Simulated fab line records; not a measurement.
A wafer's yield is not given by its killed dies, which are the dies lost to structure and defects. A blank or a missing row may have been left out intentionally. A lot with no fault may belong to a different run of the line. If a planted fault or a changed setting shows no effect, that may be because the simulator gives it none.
fab line records    flow n5_finfet    part 1 of 2: steps 1 to 4 of 6
record lots=24  wafers=72  last_day=18
route steps=1938 shown FIN_SAQP@142 FIN_CUT@165
lots untouched by any fault: they come from a run of this same line in which no faults occurred
start_h: start of the lot's first displayed wafer, in hours after the record's first day    wait_h: how many hours have passed since the lot's step before this one    " as in the row above    L1.1+2: several wafers, shown together as one row    - no value, or no start given    * or withheld: withheld    < > ~ a bound
route shown NAME@n: names a module that has steps shown in the file, with the first one's number in the route    usual: mean/standard deviation of fault-free wafers    same: alike in all rows    chamber/n: place in a boat    sites: each site's reading    _std_site: the values' standard deviation    _edge_site: outer sites' mean less inner sites'    radius_mm: how far each site lies from the wafer's centre    mask NAME#n: copy n    behind: the last tool/chamber to shape the wafer    hold: reason for holding the lot/hours on hold/outcome of the hold    device: names the non-switching transistor (n, p or np)    end of line: the tests these same wafers got at the end of their route    where a step has no rows: the recipe by itself    killed: dies lost to structure and defects at the first sort, not the wafer's yield    map: shows each die of a wafer: x if killed, . if not, _ if none is there
set.NAME: the setting that was run; set.NAME@STEP: the one run at that earlier step    model.NAME: the simulator's own value behind a step, which no gauge read
the route's steps for a sample of lots (tables are steps, rows are wafers)
services: when a tool's chamber went out of use (start_h, in hours from the record's first day, below 0 if earlier), for how many hours, and the reason
## steps
# step N5_FIN_SAQP_HM_OPEN_33
# recipe chemistry=CH3F/O2  target=SiNx  mask_material=SiO2  target_depth_a=494  time_s=70.6  pressure_mtorr=30  source_w=395  bias_w=73  Ar_flow_sccm=150  CH3F_flow_sccm=30  O2_flow_sccm=20  ion_energy_ev=120  ends=cleared
# usual O2_flow_sccm=20.01/0.058  drypump_motor_current_A=5.6/0.54  etch_rf_on_time_s=69.1/1.4  oes_product_au=0.66/0.059  rf_vpp_V=299/5.8  showerhead_plenum_p_Torr=2.00/0.072  throttle_valve_pct=16.34/0.16
lot.wafer  tool         chamber  start_h  wait_h  O2_flow_sccm  drypump_motor_current_A  etch_rf_on_time_s  oes_product_au  rf_hours_counter_h  rf_vpp_V  showerhead_plenum_p_Torr  throttle_valve_pct
L074.1     rie_diel-01  1        27.23    0.0     19.99         5.1                      66.8               0.65            174                 292       1.92                      16.50
L074.3     "            2        "        "       20.01         5.0                      70.7               0.60            209                 291       1.89                      16.61
L074.5     "            2        "        "       19.97         5.0                      67.7               0.60            -                   291       1.89                      16.60
L075.3     rie_diel-03  1        33.01    0.0     20.04         6.3                      68.0               0.68            119                 299       1.92                      16.08
L075.4     "            1        "        "       20.02         6.3                      67.5               0.68            -                   301       1.92                      16.08
L075.5     "            2        "        "       20.00         6.2                      69.0               0.66            -                   299       2.02                      16.37
L076.1     rie_diel-01  3        39.81    0.3     20.00         5.9                      69.6               0.69            86                  306       2.01                      16.35
L076.2     "            1        "        "       19.93         5.1                      68.0               0.63            179                 293       1.92                      16.51
L076.4     "            2        "        "       20.00         5.0                      70.7               0.59            215                 293       1.88                      16.62
L077.2     rie_diel-03  3        45.33    0.0     19.99         4.8                      67.0               0.70            67                  294       2.02                      16.38
L077.4     "            1        "        "       19.95         6.3                      69.4               0.67            -                   298       1.92                      16.10
L077.5     "            2        "        "       19.97         6.2                      69.8               0.66            -                   300       2.02                      16.37
L078.3     rie_diel-03  0        51.24    0.1     20.09         5.1                      66.8               0.85            3                   307       2.15                      16.10
L078.5     "            2        "        "       19.99         6.2                      69.1               0.66            -                   301       2.02                      16.37
L078.6     "            3        "        "       20.02         4.8                      69.3               0.71            -                   294       2.02                      16.37
L079.2     rie_diel-04  0        58.01    0.3     20.02         5.5                      67.8               0.60            210                 289       2.07                      16.35
L079.3     "            1        "        "       20.08         6.2                      69.4               0.64            140                 300       2.00                      16.37
L079.4     "            2        "        "       20.07         5.7                      70.2               0.73            60                  305       1.95                      16.19
L080.1     rie_diel-04  0        66.73    0.2     19.95         5.5                      68.6               0.60            215                 289       2.07                      16.35
L080.2     "            2        "        "       19.96         5.7                      68.8               0.73            66                  305       1.95                      16.22
L080.4     "            1        "        "       20.05         6.2                      72.4               0.63            144                 298       2.00                      16.37
L081.1     rie_diel-04  3        71.33    0.1     20.08         5.4                      71.1               0.60            216                 300       2.07                      16.46
L081.3     "            2        "        "       19.97         5.7                      68.2               0.73            68                  305       1.95                      16.21
L081.4     "            0        "        "       19.87         5.5                      71.1               0.60            217                 288       2.06                      16.37
L082.1     rie_diel-04  0        77.61    0.0     20.02         5.5                      68.2               0.61            219                 288       2.06                      16.36
L082.4     "            1        "        "       19.99         6.2                      72.1               0.63            148                 299       2.00                      16.38
L082.6     "            1        "        "       20.02         6.2                      70.5               0.63            -                   299       2.00                      16.39
L083.3     rie_diel-04  2        82.97    0.2     20.08         5.7                      69.5               0.71            72                  307       1.95                      16.24
L083.4     "            2        "        "       20.01         5.7                      70.7               0.73            -                   304       1.95                      16.24
L083.5     "            3        "        "       19.97         5.4                      71.9               0.59            -                   300       2.07                      16.47
L084.2     rie_diel-04  3        85.97    0.1     19.99         5.4                      69.4               0.59            222                 301       2.07                      16.48
L084.3     "            2        "        "       19.95         5.7                      68.9               0.72            73                  307       1.95                      16.23
L084.6     "            0        "        "       20.03         5.5                      70.3               0.60            -                   288       2.06                      16.38
L085.2     rie_diel-04  0        95.57    0.0     19.98         5.5                      70.0               0.59            223                 290       2.06                      16.38
L085.5     "            2        "        "       20.05         5.7                      69.8               0.72            -                   306       1.95                      16.24
L085.6     "            3        "        "       19.98         5.4                      70.8               0.59            -                   301       2.06                      16.48
L086.1     rie_diel-03  1        99.89    0.0     19.96         6.3                      66.3               0.66            151                 301       1.91                      16.14
L086.2     "            2        "        "       19.95         6.2                      67.2               0.63            153                 299       2.01                      16.41
L086.6     "            1        "        "       20.00         6.3                      67.1               0.66            -                   300       1.91                      16.13
L087.3     rie_diel-01  3        104.34   0.0     20.05         5.9                      69.6               0.68            101                 306       2.01                      16.37
L087.4     "            1        "        "       20.04         5.1                      69.7               0.62            -                   293       1.91                      16.56
L087.6     "            2        "        "       19.96         5.0                      71.1               0.59            -                   291       1.88                      16.64
L088.1     rie_diel-03  3        111.89   0.0     19.93         4.8                      68.1               0.67            95                  293       2.01                      16.45
L088.3     "            2        "        "       20.05         6.2                      69.7               0.63            156                 300       2.01                      16.40
L088.4     "            1        "        "       20.02         6.3                      70.4               0.65            155                 301       1.91                      16.15
L089.2     rie_diel-01  3        119.81   0.1     20.00         5.9                      68.4               0.68            106                 304       2.01                      16.39
L089.3     "            1        "        "       20.03         5.1                      68.9               0.62            202                 292       1.91                      16.56
L089.4     "            0        "        "       19.91         5.7                      68.9               0.73            62                  294       1.95                      16.05
L090.3     rie_diel-01  3        125.07   0.0     20.01         5.9                      68.8               0.68            109                 304       2.00                      16.39
L090.4     "            2        "        "       20.06         5.0                      68.9               0.59            237                 292       1.88                      16.65
L090.6     "            1        "        "       20.08         5.1                      70.0               0.62            -                   293       1.91                      16.56
L091.1     rie_diel-03  0        127.37   0.0     19.93         5.1                      67.3               0.78            33                  310       2.14                      16.16
L091.2     "            2        "        "       19.94         6.2                      70.7               0.63            162                 299       2.01                      16.42
L091.6     "            1        "        "       20.02         6.3                      70.6               0.64            -                   300       1.91                      16.16
L092.3     rie_diel-03  1        134.63   0.1     19.93         6.3                      69.2               0.65            163                 302       1.91                      16.17
L092.4     "            3        "        "       20.06         4.8                      71.0               0.66            102                 293       2.01                      16.43
L092.5     "            2        "        "       19.98         6.2                      70.7               0.62            -                   299       2.01                      16.43
L093.4     rie_diel-03  1        140.95   0.1     20.06         6.4                      69.6               0.64            -                   301       1.91                      16.18
L093.5     "            0        "        "       20.04         5.1                      66.4               0.78            -                   309       2.14                      16.16
L093.6     "            2        "        "       20.15         6.2                      69.5               0.62            -                   300       2.01                      16.44
L094.2     rie_diel-04  0        146.48   0.0     20.01         5.5                      67.8               0.59            240                 287       2.06                      16.39
L094.5     "            2        "        "       20.03         5.7                      68.4               0.70            -                   305       1.94                      16.28
L094.6     "            1        "        "       19.99         6.2                      69.0               0.62            -                   299       1.99                      16.43
L095.1     rie_diel-03  2        151.82   0.0     19.95         6.2                      67.7               0.63            171                 299       2.01                      16.44
L095.4     "            1        "        "       19.95         6.3                      68.1               0.64            171                 300       1.91                      16.18
L095.6     "            2        "        "       19.95         6.2                      68.4               0.62            -                   299       2.01                      16.44
L096.1     rie_diel-03  0        158.37   0.1     20.04         5.1                      67.0               0.76            46                  306       2.13                      16.17
L096.2     "            1        "        "       19.93         6.3                      68.5               0.63            173                 301       1.91                      16.19
L096.4     "            3        "        "       19.99         4.8                      70.6               0.66            109                 293       2.01                      16.46
L097.2     rie_diel-03  0        165.01   0.3     20.04         5.1                      67.8               0.76            48                  310       2.13                      16.19
L097.4     "            2        "        "       19.95         6.2                      71.0               0.62            175                 300       2.00                      16.45
L097.6     "            3        "        "       19.99         4.8                      70.3               0.66            -                   292       2.01                      16.46
# step N5_FIN_SAQP_INSPECT_40
# recipe inspect_instrument=brightfield  mode=aei
# usual raw_defect_count=225/63
lot.wafer  tool               chamber  start_h  wait_h  raw_defect_count
L074.1     defect_inspect-02  -        27.80    0.0     235
L074.3     "                  -        "        "       161
L074.5     "                  -        "        "       211
L075.3     defect_inspect-01  -        33.55    0.0     337
L075.4     "                  -        "        "       316
L075.5     "                  -        "        "       433
L076.1     defect_inspect-01  -        40.34    0.0     242
L076.2     "                  -        "        "       158
L076.4     "                  -        "        "       161
L077.2     defect_inspect-01  -        45.87    0.0     292
L077.4     "                  -        "        "       324
L077.5     "                  -        "        "       206
L078.3     defect_inspect-02  -        51.77    0.0     376
L078.5     "                  -        "        "       202
L078.6     "                  -        "        "       297
L079.2     defect_inspect-02  -        58.57    0.0     214
L079.3     "                  -        "        "       226
L079.4     "                  -        "        "       289
L080.1     defect_inspect-01  -        67.27    0.0     175
L080.2     "                  -        "        "       207
L080.4     "                  -        "        "       128
L081.1     defect_inspect-02  -        71.86    0.0     317
L081.3     "                  -        "        "       366
L081.4     "                  -        "        "       331
L082.1     defect_inspect-02  -        78.14    0.0     172
L082.4     "                  -        "        "       228
L082.6     "                  -        "        "       206
L083.3     defect_inspect-01  -        83.51    0.0     199
L083.4     "                  -        "        "       153
L083.5     "                  -        "        "       148
L084.2     defect_inspect-02  -        86.51    0.0     270
L084.3     "                  -        "        "       188
L084.6     "                  -        "        "       276
L085.2     defect_inspect-01  -        96.11    0.0     135
L085.5     "                  -        "        "       214
L085.6     "                  -        "        "       153
L086.1     defect_inspect-02  -        100.43   0.0     177
L086.2     "                  -        "        "       225
L086.6     "                  -        "        "       210
L087.3     defect_inspect-02  -        104.88   0.0     195
L087.4     "                  -        "        "       153
L087.6     "                  -        "        "       196
L088.1     defect_inspect-02  -        112.43   0.0     212
L088.3     "                  -        "        "       154
L088.4     "                  -        "        "       133
L089.2     defect_inspect-02  -        120.36   0.0     299
L089.3     "                  -        "        "       232
L089.4     "                  -        "        "       387
L090.3     defect_inspect-01  -        125.61   0.0     246
L090.4     "                  -        "        "       275
L090.6     "                  -        "        "       303
L091.1     defect_inspect-01  -        127.90   0.0     184
L091.2     "                  -        "        "       282
L091.6     "                  -        "        "       250
L092.3     defect_inspect-01  -        135.17   0.0     114
L092.4     "                  -        "        "       206
L092.5     "                  -        "        "       158
L093.4     defect_inspect-02  -        141.45   0.0     189
L093.5     "                  -        "        "       205
L093.6     "                  -        "        "       259
L094.2     defect_inspect-02  -        147.01   0.0     212
L094.5     "                  -        "        "       172
L094.6     "                  -        "        "       241
L095.1     defect_inspect-02  -        152.48   0.0     249
L095.4     "                  -        "        "       277
L095.6     "                  -        "        "       249
L096.1     defect_inspect-02  -        158.91   0.0     244
L096.2     "                  -        "        "       168
L096.4     "                  -        "        "       214
L097.2     defect_inspect-02  -        165.55   0.0     257
L097.4     "                  -        "        "       201
L097.6     "                  -        "        "       204
# step N5_FIN_CUT_INSPECT_10
# recipe mode=adi  inspect_instrument=brightfield
# usual raw_defect_count=41/11
lot.wafer  tool               chamber  start_h  wait_h  raw_defect_count
L074.1     defect_inspect-01  -        28.19    0.1     43
L074.3     "                  -        "        "       34
L074.5     "                  -        "        "       53
L075.3     defect_inspect-02  -        34.06    0.0     44
L075.4     "                  -        "        "       65
L075.5     "                  -        "        "       67
L076.1     defect_inspect-01  -        40.86    0.1     51
L076.2     "                  -        "        "       28
L076.4     "                  -        "        "       35
L077.2     defect_inspect-01  -        46.26    0.0     58
L077.4     "                  -        "        "       55
L077.5     "                  -        "        "       49
L078.3     defect_inspect-01  -        52.17    0.0     80
L078.5     "                  -        "        "       30
L078.6     "                  -        "        "       63
L079.2     defect_inspect-02  -        59.08    0.0     33
L079.3     "                  -        "        "       53
L079.4     "                  -        "        "       47
L080.1     defect_inspect-02  -        67.66    0.1     29
L080.2     "                  -        "        "       46
L080.4     "                  -        "        "       39
L081.1     defect_inspect-01  -        72.38    0.1     64
L081.3     "                  -        "        "       63
L081.4     "                  -        "        "       49
L082.1     defect_inspect-02  -        78.54    0.1     44
L082.4     "                  -        "        "       50
L082.6     "                  -        "        "       58
L083.3     defect_inspect-01  -        84.03    0.0     43
L083.4     "                  -        "        "       36
L083.5     "                  -        "        "       38
L084.2     defect_inspect-02  -        86.90    0.0     41
L084.3     "                  -        "        "       27
L084.6     "                  -        "        "       48
L085.2     defect_inspect-01  -        96.53    0.0     24
L085.5     "                  -        "        "       27
L085.6     "                  -        "        "       25
L086.1     defect_inspect-02  -        100.82   0.1     24
L086.2     "                  -        "        "       42
L086.6     "                  -        "        "       48
L087.3     defect_inspect-02  -        105.28   0.1     29
L087.4     "                  -        "        "       28
L087.6     "                  -        "        "       40
L088.1     defect_inspect-02  -        112.82   0.1     40
L088.3     "                  -        "        "       34
L088.4     "                  -        "        "       32
L089.2     defect_inspect-02  -        120.75   0.0     54
L089.3     "                  -        "        "       45
L089.4     "                  -        "        "       50
L090.3     defect_inspect-01  -        126.00   0.0     44
L090.4     "                  -        "        "       49
L090.6     "                  -        "        "       74
L091.1     defect_inspect-02  -        128.31   0.1     33
L091.2     "                  -        "        "       53
L091.6     "                  -        "        "       43
L092.3     defect_inspect-01  -        135.69   0.0     21
L092.4     "                  -        "        "       29
L092.5     "                  -        "        "       38
L093.4     defect_inspect-02  -        141.97   0.0     37
L093.5     "                  -        "        "       45
L093.6     "                  -        "        "       42
L094.2     defect_inspect-01  -        147.53   0.0     47
L094.5     "                  -        "        "       45
L094.6     "                  -        "        "       51
L095.1     defect_inspect-02  -        153.00   0.1     54
L095.4     "                  -        "        "       40
L095.6     "                  -        "        "       36
L096.1     defect_inspect-02  -        159.43   0.1     40
L096.2     "                  -        "        "       33
L096.4     "                  -        "        "       39
L097.2     defect_inspect-01  -        165.94   0.0     51
L097.4     "                  -        "        "       42
L097.6     "                  -        "        "       41
# step N5_FIN_CUT_CUT_ETCH_26
# recipe chemistry=CH3F/O2  target=SiNx  target_depth_a=390  mask_material=SOC  time_s=55.7  pressure_mtorr=30  source_w=395  bias_w=73  Ar_flow_sccm=150  CH3F_flow_sccm=30  O2_flow_sccm=20  ion_energy_ev=120
# usual O2_flow_sccm=20.00/0.057  drypump_motor_current_A=5.7/0.42  oes_product_au=0.77/0.086  rf_vpp_V=293/5  showerhead_plenum_p_Torr=2.01/0.067  throttle_valve_pct=16.40/0.25
lot.wafer  tool         chamber  start_h  wait_h  O2_flow_sccm  drypump_motor_current_A  oes_product_au  rf_hours_counter_h  rf_vpp_V  showerhead_plenum_p_Torr  throttle_valve_pct
L074.1     rie_diel-06  1        28.93    0.0     19.95         6.0                      1.00            2                   299       1.96                      15.81
L074.3     "            3        "        "       20.02         5.2                      0.69            223                 302       1.90                      16.79
L074.5     "            0        "        "       20.05         5.1                      0.75            -                   289       1.90                      16.31
L075.3     rie_diel-02  1        34.53    0.0     20.11         5.4                      0.79            128                 289       2.07                      16.45
L075.4     "            2        "        "       20.02         6.1                      0.72            210                 298       2.07                      16.62
L075.5     "            0        "        "       19.98         6.5                      0.72            -                   291       2.06                      16.57
L076.1     rie_diel-02  2        41.85    0.0     19.89         6.1                      0.71            213                 297       2.07                      16.62
L076.2     "            3        "        "       19.95         5.5                      0.93            15                  286       2.05                      16.16
L076.4     "            0        "        "       20.05         6.5                      0.71            219                 291       2.06                      16.56
L077.2     rie_diel-06  1        46.73    0.0     19.99         6.0                      0.98            8                   296       1.96                      15.84
L077.4     "            0        "        "       19.99         5.1                      0.75            140                 290       1.90                      16.33
L077.5     "            3        "        "       19.91         5.2                      0.69            -                   301       1.90                      16.83
L078.3     rie_diel-02  0        52.64    0.0     20.05         6.5                      0.71            222                 291       2.06                      16.57
L078.5     "            0        "        "       19.99         6.5                      0.71            -                   290       2.06                      16.57
L078.6     "            3        "        "       20.01         5.6                      0.93            -                   286       2.05                      16.18
L079.2     rie_diel-06  2        59.62    0.0     20.05         5.9                      0.74            171                 293       2.01                      16.49
L079.3     "            0        "        "       20.12         5.2                      0.74            146                 290       1.90                      16.35
L079.4     "            1        "        "       19.97         6.0                      0.96            -                   296       1.96                      15.83
L080.1     rie_diel-06  2        68.13    0.0     20.03         5.9                      0.73            174                 292       2.01                      16.48
L080.2     "            0        "        "       19.99         5.1                      0.74            149                 291       1.90                      16.36
L080.4     "            2        "        "       19.94         5.9                      0.73            -                   293       2.01                      16.51
L081.1     rie_diel-06  1        72.85    0.0     19.99         6.0                      0.94            18                  297       1.95                      15.84
L081.3     "            0        "        "       20.03         5.1                      0.74            151                 291       1.90                      16.37
L081.4     "            0        "        "       19.88         5.1                      0.74            -                   290       1.90                      16.35
L082.1     rie_diel-06  0        79.01    0.0     20.04         5.2                      0.74            153                 289       1.90                      16.36
L082.4     "            1        "        "       19.94         6.0                      0.94            -                   299       1.95                      15.85
L082.6     "            0        "        "       20.01         5.2                      0.73            -                   290       1.90                      16.38
L083.3     rie_diel-02  3        84.50    0.0     20.00         5.5                      0.90            29                  286       2.05                      16.20
L083.4     "            3        "        "       19.94         5.5                      0.89            -                   285       2.05                      16.20
L083.5     "            0        "        "       19.98         6.5                      0.70            -                   291       2.06                      16.59
L084.2     rie_diel-02  1        87.64    0.0     19.89         5.4                      0.76            148                 289       2.06                      16.48
L084.3     "            3        "        "       19.95         5.5                      0.89            31                  286       2.05                      16.21
L084.6     "            1        "        "       19.96         5.4                      0.76            -                   289       2.06                      16.49
L085.2     rie_diel-05  1        97.00    0.0     20.03         5.8                      0.80            124                 294       2.10                      16.16
L085.5     "            0        "        "       19.97         5.1                      0.70            -                   302       2.07                      16.62
L085.6     "            3        "        "       20.05         5.7                      0.72            -                   291       2.07                      16.55
L086.1     rie_diel-05  3        101.29   0.0     19.96         5.7                      0.72            204                 292       2.07                      16.57
L086.2     "            0        "        "       19.96         5.1                      0.70            209                 301       2.07                      16.62
L086.6     "            2        "        "       20.01         5.6                      0.81            -                   295       1.93                      16.19
L087.3     rie_diel-02  3        105.89   0.0     19.99         5.5                      0.87            38                  286       2.05                      16.22
L087.4     "            0        "        "       19.93         6.5                      0.70            -                   290       2.05                      16.59
L087.6     "            1        "        "       20.05         5.4                      0.75            -                   288       2.06                      16.50
L088.1     rie_diel-06  0        113.55   0.0     19.98         5.2                      0.72            163                 290       1.89                      16.37
L088.3     "            2        "        "       20.01         5.9                      0.71            -                   290       2.00                      16.53
L088.4     "            0        "        "       19.96         5.2                      0.73            -                   290       1.89                      16.38
L089.2     rie_diel-02  3        121.22   0.0     20.07         5.6                      0.87            43                  287       2.04                      16.22
L089.3     "            2        "        "       19.97         6.2                      0.71            230                 299       2.07                      16.64
L089.4     "            0        "        "       19.86         6.5                      0.69            248                 290       2.05                      16.61
L090.3     rie_diel-05  0        126.76   0.0     20.00         5.1                      0.69            217                 304       2.06                      16.65
L090.4     "            3        "        "       20.04         5.7                      0.72            211                 292       2.07                      16.56
L090.6     "            1        "        "       20.02         5.8                      0.79            -                   296       2.10                      16.18
L091.1     rie_diel-05  1        128.78   0.0     20.03         5.8                      0.79            135                 295       2.09                      16.15
L091.2     "            3        "        "       20.02         5.7                      0.72            212                 292       2.07                      16.58
L091.6     "            1        "        "       19.96         5.8                      0.78            -                   295       2.10                      16.15
L092.3     rie_diel-02  1        136.16   0.0     20.01         5.4                      0.74            166                 288       2.06                      16.52
L092.4     "            1        "        "       20.02         5.4                      0.75            -                   289       2.06                      16.53
L092.5     "            3        "        "       20.13         5.5                      0.87            -                   285       2.04                      16.26
L093.4     rie_diel-05  1        143.11   0.0     19.95         5.8                      0.79            138                 295       2.09                      16.18
L093.5     "            2        "        "       19.99         5.6                      0.79            -                   293       1.93                      16.23
L093.6     "            1        "        "       19.89         5.8                      0.78            -                   295       2.09                      16.19
L094.2     rie_diel-06  1        148.00   0.0     20.11         6.0                      0.88            46                  296       1.95                      15.90
L094.5     "            1        "        "       20.01         6.0                      0.89            -                   297       1.95                      15.89
L094.6     "            2        "        "       20.04         5.9                      0.70            -                   291       2.00                      16.54
L095.1     rie_diel-06  1        153.47   0.0     19.99         6.0                      0.88            48                  298       1.94                      15.89
L095.4     "            3        "        "       19.98         5.2                      0.67            239                 301       1.89                      16.84
L095.6     "            3        "        "       20.04         5.2                      0.67            -                   301       1.89                      16.84
L096.1     rie_diel-02  1        159.90   0.0     19.94         5.4                      0.74            175                 290       2.05                      16.56
L096.2     "            0        "        "       20.02         6.5                      0.95            6                   289       2.05                      16.20
L096.4     "            2        "        "       19.97         6.1                      0.69            245                 299       2.06                      16.67
L097.2     rie_diel-02  1        166.41   0.0     19.94         5.4                      0.73            177                 290       2.05                      16.54
L097.4     "            3        "        "       20.01         5.5                      0.84            58                  284       2.04                      16.24
L097.6     "            3        "        "       19.92         5.6                      0.85            -                   283       2.04                      16.27
